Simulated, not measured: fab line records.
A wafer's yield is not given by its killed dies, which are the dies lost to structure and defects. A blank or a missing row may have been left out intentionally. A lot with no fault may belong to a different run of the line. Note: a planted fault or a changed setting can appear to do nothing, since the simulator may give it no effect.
fab line records	flow n5Finfet
record: lots: 10	wafers: 30	lastDay: 16
route steps=1938 shown BEOL_M1@828 BEOL_M4@1111 PASSIVATION@1936
lots with no fault: from the same line, run without faults
startH: hours from the record's first day to the start of the lot's first wafer shown	waitH: hours from the lot's prior step to this one	" unchanged from the row above	L1.1+2: a row that stands for several wafers	- no value, or no start given	* or withheld: withheld	< > ~ a bound
route shown NAME@n: a module of which the file shows steps, and the number in the route of the first	usual: average and standard deviation across the fault-free wafers	same: alike in all rows	chamber/n: place in a boat	sites: the reading at each site	_std_site: the standard deviation of these	_edge_site: the outer-site mean with the inner-site mean subtracted	radiusMm: for every site, how far away it sits from the centre of the wafer	mask NAME#n: copy n	behind: tool/chamber where the wafer was last shaped	hold: why the lot was held/for how many hours/how that ended	device: transistor that didn't switch, given as n, p or np	end of line: at the end of the route, the tests of the same wafers	where a step has no rows: the recipe by itself	killed: the dies lost at the first sort to structure and to defects; this is not the yield of the wafer	map: a wafer's dies, x killed, . not, _ none there
set.NAME: setting as actually run; set.NAME@STEP: the setting as run at that earlier step	model.NAME: the simulator's own value behind a step, which no gauge read
route steps across a sampled set of lots; one table per step, one row per wafer
services: from which hour (startH, from the record's first day; less than 0 if before it) a tool's chamber was out of use, for how many hours, and why
== steps ==
step: N5_BEOL_M1_SPUTTER_94
recipe: material: Cu	targetThkA: 45	tempC: -20	chamberPressurePa: 0.07	powerW: withheld	timeS: 8.29
usual: chamberPressurePa: 0.07/0.00013	chuckGasFlowSccm: 1.25/0.056	substrateTempC: -20.00/0.11	throttleValvePct: 30.1/1.2
same: timeS: 8.29
lot.wafer	tool	chamber	startH	waitH	chamberPressurePa	chuckGasFlowSccm	substrateTempC	throttleValvePct
L179.1	pvdSputter-01	-	130.61	0.1	0.07008	1.27	-20.10	28.1
L179.2	"	-	"	"	0.06998	1.26	-19.92	30.2
L179.3	"	-	"	"	0.0701	1.26	-20.08	29.1
L180.1	pvdSputter-01	-	140.89	0.1	0.06995	1.32	-19.78	31.7
L180.3	"	-	"	"	0.0701	1.18	-19.97	29.1
L180.5	"	-	"	"	0.06982	1.22	-20.08	27.9
L183.1	pvdSputter-02	-	158.53	0.1	0.07026	1.28	-20.02	31.0
L183.5	"	-	"	"	0.06992	1.14	-20.21	30.9
L183.6	"	-	"	"	0.07037	1.20	-20.09	31.1
L184.1	pvdSputter-01	-	163.35	0.1	0.07007	1.36	-19.98	31.4
L184.3	"	-	"	"	0.06993	1.17	-19.83	30.7
L184.5	"	-	"	"	0.06987	1.19	-19.88	29.1
L185.2	pvdSputter-01	-	171.40	0.1	0.07023	1.25	-20.07	31.8
L185.3	"	-	"	"	0.06989	1.28	-19.91	27.8
L185.6	"	-	"	"	0.06999	1.25	-20.07	29.1
L187.2	pvdSputter-02	-	181.20	0.1	0.07003	1.33	-20.05	30.8
L187.3	"	-	"	"	0.06988	1.27	-20.05	30.6
L187.5	"	-	"	"	0.06998	1.26	-19.85	30.6
L188.2	pvdSputter-01	-	185.21	0.1	0.07004	1.28	-19.89	31.4
L188.3	"	-	"	"	0.06996	1.25	-19.92	29.1
L188.6	"	-	"	"	0.07001	1.21	-20.06	30.5
L193.2	pvdSputter-01	-	213.92	0.1	0.06992	1.20	-20.00	30.5
L193.3	"	-	"	"	0.06996	1.26	-19.92	29.1
L193.5	"	-	"	"	0.0699	1.30	-20.01	27.8
L194.1	pvdSputter-01	-	228.62	0.1	0.06999	1.21	-20.05	31.6
L194.2	"	-	"	"	0.06985	1.27	-19.86	30.5
L194.3	"	-	"	"	0.06985	1.22	-20.07	28.1
L195.1	pvdSputter-03	-	228.83	0.1	0.07008	1.27	-19.97	28.5
L195.5	"	-	"	"	0.06996	1.23	-20.10	30.7
L195.6	"	-	"	"	0.06979	1.27	-20.15	28.3
step: N5_BEOL_M1_ANNEAL_95
recipe: tempC: 400	timeS: 240	ambient: vacuum
usual: heaterPowerW: 850/73
same: timeS: 240
lot.wafer	tool	chamber	startH	waitH	heaterPowerW
L179.1	pvdSputter-01	-	130.69	0.0	947
L179.2	"	-	"	"	724
L179.3	"	-	"	"	936
L180.1	pvdSputter-01	-	140.97	0.0	788
L180.3	"	-	"	"	916
L180.5	"	-	"	"	940
L183.1	pvdSputter-02	-	158.61	0.0	855
L183.5	"	-	"	"	875
L183.6	"	-	"	"	933
L184.1	pvdSputter-01	-	163.43	0.0	807
L184.3	"	-	"	"	724
L184.5	"	-	"	"	954
L185.2	pvdSputter-01	-	171.48	0.0	792
L185.3	"	-	"	"	944
L185.6	"	-	"	"	945
L187.2	pvdSputter-02	-	181.28	0.0	838
L187.3	"	-	"	"	847
L187.5	"	-	"	"	871
L188.2	pvdSputter-01	-	185.29	0.0	793
L188.3	"	-	"	"	965
L188.6	"	-	"	"	740
L193.2	pvdSputter-01	-	214.00	0.0	744
L193.3	"	-	"	"	940
L193.5	"	-	"	"	927
L194.1	pvdSputter-01	-	228.70	0.0	812
L194.2	"	-	"	"	750
L194.3	"	-	"	"	909
L195.1	pvdSputter-03	-	228.91	0.0	716
L195.5	"	-	"	"	872
L195.6	"	-	"	"	865
step: N5_BEOL_M1_SPUTTER_96
recipe: material: Cu	targetThkA: 45	tempC: -20	chamberPressurePa: 0.07	powerW: withheld	timeS: 8.29
usual: chamberPressurePa: 0.07001/0.00014	chuckGasFlowSccm: 1.26/0.053	substrateTempC: -20.01/0.1	throttleValvePct: 30.1/1.2	timeS: 8.29/0
lot.wafer	tool	chamber	startH	waitH	chamberPressurePa	chuckGasFlowSccm	substrateTempC	throttleValvePct	timeS
L179.1	pvdSputter-01	-	130.83	0.1	0.06986	1.22	-20.05	27.8	8.29
L179.2	"	-	"	"	0.07016	1.32	-19.93	30.7	8.29
L179.3	"	-	"	"	0.07017	1.28	-20.00	29.0	8.29
L180.1	pvdSputter-01	-	141.11	0.1	0.06993	1.30	-20.08	31.5	8.29
L180.3	"	-	"	"	0.06958	1.23	-19.87	29.1	8.29
L180.5	"	-	"	"	0.0699	1.23	-19.97	28.1	8.29
L183.1	pvdSputter-02	-	158.75	0.1	0.07003	1.29	-20.01	31.0	8.29
L183.5	"	-	"	"	0.0701	1.26	-19.98	30.9	8.29
L183.6	"	-	"	"	0.07021	1.20	-20.08	31.1	8.29
L184.1	pvdSputter-01	-	163.57	0.1	0.06999	1.26	-19.95	31.4	8.29
L184.3	"	-	"	"	0.06985	1.20	-20.18	30.3	8.29
L184.5	"	-	"	"	0.07007	1.28	-19.85	29.1	8.29
L185.2	pvdSputter-01	-	171.62	0.1	0.07009	1.22	-20.13	31.8	8.29
L185.3	"	-	"	"	0.06988	1.24	-20.08	27.7	8.29
L185.6	"	-	"	"	0.07012	1.14	-19.99	29.0	8.29
L187.2	pvdSputter-02	-	181.42	0.1	0.06987	1.19	-20.02	30.9	8.29
L187.3	"	-	"	"	0.06987	1.18	-20.12	31.2	8.29
L187.5	"	-	"	"	0.06974	1.31	-20.02	30.7	8.29
L188.2	pvdSputter-01	-	185.43	0.1	0.07026	1.28	-20.08	31.5	8.29
L188.3	"	-	"	"	0.06986	1.12	-20.16	29.0	8.29
L188.6	"	-	"	"	0.06972	1.31	-20.02	30.3	8.29
L193.2	pvdSputter-01	-	214.14	0.1	0.07007	1.29	-19.91	30.3	8.29
L193.3	"	-	"	"	0.06988	1.21	-19.93	29.1	8.29
L193.5	"	-	"	"	0.07001	1.18	-20.20	28.2	8.29
L194.1	pvdSputter-01	-	228.84	0.1	-	-	-	-	-
L194.2	"	-	"	"	-	-	-	-	-
L194.3	"	-	"	"	-	-	-	-	-
L195.1	pvdSputter-03	-	229.05	0.1	-	-	-	-	-
L195.5	"	-	"	"	-	-	-	-	-
L195.6	"	-	"	"	-	-	-	-	-
step: N5_BEOL_M1_CMP_52
recipe: stopOn: SiOC	tOverpolishS: 6.8	downForcePsi: 1	platenRpm: 50	clearingPlatenDownForcePsi: 1.5	clearingPlatenRpm: 50	postCmpClean: cuAlkaline	targetThkNm: 40	clearingPlatenPadVelocityMS: 0.99484	padVelocityMS: 0.99484
usual: motorCurrentA: 6.0/0.66
lot.wafer	tool	chamber	startH	waitH	motorCurrentA
L179.1	cmp-02	3	131.32	0.3	6.1
L179.3	"	0	"	"	5.9
L179.2	"	1	"	"	5.6
L180.3	cmp-04	3	141.60	0.2	5.8
L180.1	"	0	"	"	5.7
L180.5	"	0	"	"	5.8
L183.1	cmp-04	2	159.32	0.3	5.5
L183.5	"	0	"	"	5.7
L183.6	"	1	"	"	4.9
L184.1	cmp-04	3	164.11	0.3	5.8
L184.3	"	0	"	"	5.6
L184.5	"	3	"	"	5.8
L185.2	cmp-04	1	172.39	0.4	4.8
L185.3	"	2	"	"	5.9
L185.6	"	0	"	"	5.6
L187.3	cmp-02	1	181.92	0.2	5.7
L187.2	"	2	"	"	6.4
L187.5	"	1	"	"	5.5
L188.3	cmp-02	2	185.96	0.2	6.2
L188.2	"	0	"	"	5.7
L188.6	"	2	"	"	6.3
L193.3	cmp-04	2	214.82	0.2	6.1
L193.2	"	3	"	"	5.8
L193.5	"	1	"	"	4.7
L194.1	cmp-01	2	229.33	0.3	5.9
L194.2	"	3	"	"	6.3
L194.3	"	0	"	"	7.2
L195.1	cmp-02	2	229.76	0.3	6.2
L195.6	"	0	"	"	5.9
L195.5	"	1	"	"	5.7
step: N5_BEOL_M4_RC_MEAS_101
usual: DIBL_N: 35.8/1.6	DIBL_P: 36.0/2.1	IOFF_N: 0.153/0.026	IOFF_P: 0.21/0.037	ION_N: 673/11	ION_P: 462/7.6	SS_N: 71.4/0.53	SS_P: 73.2/0.67	VT_N: 250/3.2	VT_P: -250/3.7
lot.wafer	tool	chamber	startH	waitH	DIBL_N[mV/V]	DIBL_P[mV/V]	IOFF_N[nA/um]	IOFF_P[nA/um]	ION_N[uA/um]	ION_P[uA/um]	SS_N[mV/dec]	SS_P[mV/dec]	VT_N[mV]	VT_P[mV]
L179.1	prober-02	0	169.42	0.0	37.3	39.2	0.188	0.26	684	476	70.9	74.0	245	-248
L179.2	"	0	"	"	33.5	33.7	0.117	0.17	662	463	71.1	72.5	256	-251
L179.3	"	0	"	"	37.9	38.8	0.207	0.27	700	476	71.1	74.2	243	-245
L180.1	prober-02	0	177.41	0.0	35.3	36.1	0.139	0.18	670	453	71.1	73.2	252	-255
L180.3	"	0	"	"	37.4	37.9	0.165	0.20	675	460	71.7	73.4	250	-250
L180.5	"	0	"	"	35.5	35.7	0.137	0.18	673	456	71.6	72.4	253	-252
L183.1	prober-01	0	198.14	0.0	37.5	36.1	0.193	0.24	691	468	71.4	73.7	245	-246
L183.5	"	0	"	"	37.4	36.3	0.183	0.25	685	471	70.9	73.9	246	-243
L183.6	"	0	"	"	36.8	35.5	0.180	0.24	697	476	70.6	72.9	245	-243
L184.1	prober-02	0	198.55	0.0	34.5	35.5	0.142	0.20	675	468	71.3	72.8	251	-250
L184.3	"	0	"	"	33.6	34.5	0.126	0.17	665	452	71.1	72.9	250	-254
L184.5	"	0	"	"	33.7	34.1	0.124	0.17	670	447	71.2	72.5	252	-252
L185.2	prober-02	0	207.61	0.2	37.0	38.7	0.192	0.25	690	467	71.4	73.6	248	-247
L185.3	"	0	"	"	35.2	35.6	0.153	0.20	680	464	71.2	73.2	250	-253
L185.6	"	0	"	"	35.6	36.5	0.159	0.21	670	463	71.8	72.8	252	-250
L187.2	prober-02	0	211.20	0.2	33.3	32.7	0.107	0.16	663	457	71.0	72.5	257	-256
L187.3	"	0	"	"	36.3	35.2	0.143	0.18	666	453	71.6	73.1	254	-251
L187.5	"	0	"	"	35.0	33.4	0.119	0.17	652	448	71.0	73.6	255	-253
L188.2	prober-01	0	224.95	0.2	35.2	35.2	0.136	0.18	671	462	71.4	73.4	250	-252
L188.3	"	0	"	"	35.3	35.7	0.153	0.20	688	468	70.8	72.8	249	-249
L188.6	"	0	"	"	36.4	37.6	0.168	0.22	688	469	71.9	72.6	246	-248
L193.2	prober-02	0	249.67	0.2	38.2	38.4	0.195	0.25	687	470	71.4	74.1	247	-247
L193.3	"	0	"	"	36.9	36.4	0.161	0.22	676	463	71.7	73.1	248	-247
L193.5	"	0	"	"	35.5	36.7	0.151	0.23	679	468	71.4	73.3	249	-247
L194.1	prober-01	0	268.62	0.0	35.8	36.5	0.149	0.22	669	465	71.6	73.4	252	-251
L194.2	"	0	"	"	36.1	37.6	0.159	0.25	666	470	71.6	73.5	251	-246
L194.3	"	0	"	"	36.9	37.6	0.176	0.23	691	473	72.4	73.8	251	-249
L195.1	prober-02	0	269.28	0.0	35.6	34.1	0.139	0.19	669	461	71.6	73.0	252	-252
L195.5	"	0	"	"	37.7	36.3	0.164	0.22	667	461	71.1	73.8	252	-251
L195.6	"	0	"	"	36.3	34.5	0.134	0.19	669	459	71.4	73.2	251	-249
step: N5_PASSIVATION_PROBE_49
usual: defectLimitedYield: 91.3/1.5	killed_at_M0_to_M3: 33/12	killed_at_M4_up: 13/5.2	killedAtContacts: 13/6.7	killedAtFrontEnd: 40/11	killedAtOther: 4.1/2.7	killedDies: 103/17	killedOpen: 69/13	killedShort: 33/8.4	sort_bin_5_function: 5.1/1	sort_bin_6_memory: 3.2/0.62	sortNPass: 1077/17	sortYieldPct: 91.3/1.5
same: grossDies: 1180	killedAtBackSide: 0	sort_bin_4_leakage[%]: 0	sort_bin_8_speed[%]: 0
lot.wafer	tool	chamber	startH	waitH	defectLimitedYield[%]	killed_at_M0_to_M3	killed_at_M4_up	killedAtContacts	killedAtFrontEnd	killedAtOther	killedDies	killedOpen	killedShort	sort_bin_5_function[%]	sort_bin_6_memory[%]	sortNPass	sortYieldPct[%]
L195.1	prober-02	-	382.38	0.0	90.0	44	12	15	46	1	118	85	31	5.8	4.0	1062	90.0
L195.5	prober-02	-	382.58	0.2	86.2	92	9	9	49	4	163	100	56	8.4	4.5	1017	86.2
L195.6	prober-02	-	382.63	0.3	87.5	62	17	21	46	1	147	98	45	8.1	4.2	1033	87.5
L194.1	prober-02	-	383.01	0.0	87.8	42	16	33	52	1	144	97	43	7.4	4.5	1036	87.8
L194.2	prober-02	-	383.06	0.1	89.5	42	16	21	45	0	124	73	47	6.3	4.1	1056	89.5
L194.3	prober-02	-	383.11	0.1	90.6	37	10	19	40	5	111	56	44	5.8	3.1	1069	90.6
killed by level:class
L195.1 BEOL_M0_SAQP:geometricParticle:open=15 FIN_SAQP:geometricParticle:open=12 BEOL_M0_SAQP:geometricParticle:short=11 MOL_CONTACT_COAG:geometricParticle:open=11 STI_FIN_REVEAL:geometricParticle:open=10 BEOL_M2:geometricParticle:open=6 BEOL_M1:geometricParticle:open=4 GATE_CUT:geometricParticle:open=4
L195.5 BEOL_M0_SAQP:geometricParticle:open=32 BEOL_M0_SAQP:geometricParticle:short=22 BEOL_M3:geometricParticle:open=11 BEOL_M2:geometricParticle:open=9 GATE_CUT:geometricParticle:short=8 FIN_SAQP:geometricParticle:open=7 STI_FIN_REVEAL:geometricParticle:open=7 DUMMY_GATE:geometricParticle:open=7
L195.6 BEOL_M1:geometricParticle:open=18 MOL_CONTACT_COAG:geometricParticle:open=18 BEOL_M0_SAQP:geometricParticle:short=14 STI_FIN_REVEAL:geometricParticle:open=13 BEOL_M0_SAQP:geometricParticle:open=12 FIN_SAQP:geometricParticle:short=9 GATE_CUT:geometricParticle:short=5 DUMMY_GATE:geometricParticle:open=4
L194.1 MOL_CONTACT_COAG:geometricParticle:open=29 BEOL_M0_SAQP:geometricParticle:short=13 FIN_SAQP:geometricParticle:open=11 STI_FIN_REVEAL:geometricParticle:open=10 BEOL_M0_SAQP:geometricParticle:open=10 STI_FIN_REVEAL:geometricParticle:short=6 BEOL_M1:geometricParticle:open=6 BEOL_M4:geometricParticle:open=6
L194.2 MOL_CONTACT_COAG:geometricParticle:open=17 BEOL_M0_SAQP:geometricParticle:short=16 FIN_SAQP:geometricParticle:open=10 BEOL_M0_SAQP:geometricParticle:open=8 BEOL_M1:geometricParticle:open=5 STI_FIN_REVEAL:geometricParticle:open=5 GATE_CUT:geometricParticle:short=5 ILD0:geometricParticle:open=5
L194.3 MOL_CONTACT_COAG:geometricParticle:open=18 BEOL_M1:interfaceVoidOpened=10 BEOL_M0_SAQP:geometricParticle:short=9 FIN_SAQP:geometricParticle:short=7 BEOL_M2:geometricParticle:open=6 FIN_SAQP:geometricParticle:open=5 STI_FIN_REVEAL:geometricParticle:open=5 BEOL_M8:geometricParticle:short=4
== services ==
tool	chamber	startH	hours	kind
pvdSputter-02	-	114.88	19.9	repair
cmp-04	-	123.56	6.0	pm
cmp-02	-	136.75	1.0	repair
cmp-04	-	141.83	4.0	pm
pvdSputter-01	-	143.08	4.3	repair
cmp-04	-	145.83	-	consumableReplace:conditioner
cmp-04	-	145.83	-	consumableReplace:pad
cmp-02	-	157.28	1.2	repair
cmp-02	-	166.88	3.1	repair
cmp-01	-	183.55	2.5	repair
== key ==
firstSign: step: N5_BEOL_M1_SPUTTER_96	reading: toolRecord	direction: missing
effect none on later readings
metAt N5_BEOL_M1_SPUTTER_96
struckLots L194,L195
notActingAt N5_BEOL_M1_SPUTTER_94,N5_BEOL_M1_ANNEAL_95,N5_BEOL_M1_CMP_52
onsetBetween 214.14 228.84
fault: kind: skippedStepWhole	tool: pvdSputter-01,pvdSputter-03	chamber: -	onsetH: 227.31	steps: N5_BEOL_M1_SPUTTER_96	scope: struckLotsOnly
